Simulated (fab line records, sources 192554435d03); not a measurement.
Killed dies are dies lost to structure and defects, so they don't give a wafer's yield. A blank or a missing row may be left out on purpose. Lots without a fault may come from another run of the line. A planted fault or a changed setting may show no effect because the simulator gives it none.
Chamber matching | flow n5_finfet | N5_DUMMY_GATE_ETCH_29 on rie_diel-01: 4 sister chambers
The step etches underlayer in N2/H2, target depth 13 nm. 4 wafers are shown with their chamber, then 7 later ones without.

WAFERS WITH THEIR CHAMBER
wafer  | chamber | showerhead_plenum_p_Torr (Torr)
L085.3 | 2       | 2.65
L085.5 | 1       | 2.55
L089.4 | 3       | 2.52
L089.5 | 0       | 2.41

WAFERS WITHOUT THEIR CHAMBER
wafer  | showerhead_plenum_p_Torr (Torr)
L089.6 | 2.52
L095.1 | 2.40
L095.2 | 2.52
L095.4 | 2.64
L097.1 | 2.64
L097.3 | 2.40
L097.5 | 2.52

WHICH CHAMBER EACH WENT THROUGH
wafer  | from the rows above | in truth
L089.6 | 3                   | 3
L095.1 | 0                   | 0
L095.2 | 3                   | 3
L095.4 | 2                   | 2
L097.1 | 2                   | 2
L097.3 | 0                   | 0
L097.5 | 3                   | 3
Placed correctly: 7 of 7. Can't be placed from these rows: 0. Placed wrongly: 0.
How it was worked out, from the rows above alone: a wafer's distance from a chamber is the root of the sum, over the readings, of the square of ((its reading less the chamber's mean) divided by the reading's scatter). The wafer belongs to the nearest chamber; if the next one is less than 2 further off, it can't be placed. A chamber's mean is the mean of its shown wafers. The scatter: with one shown wafer a chamber, the root of the mean of the squares of how far each hidden wafer lies from its nearest shown one.
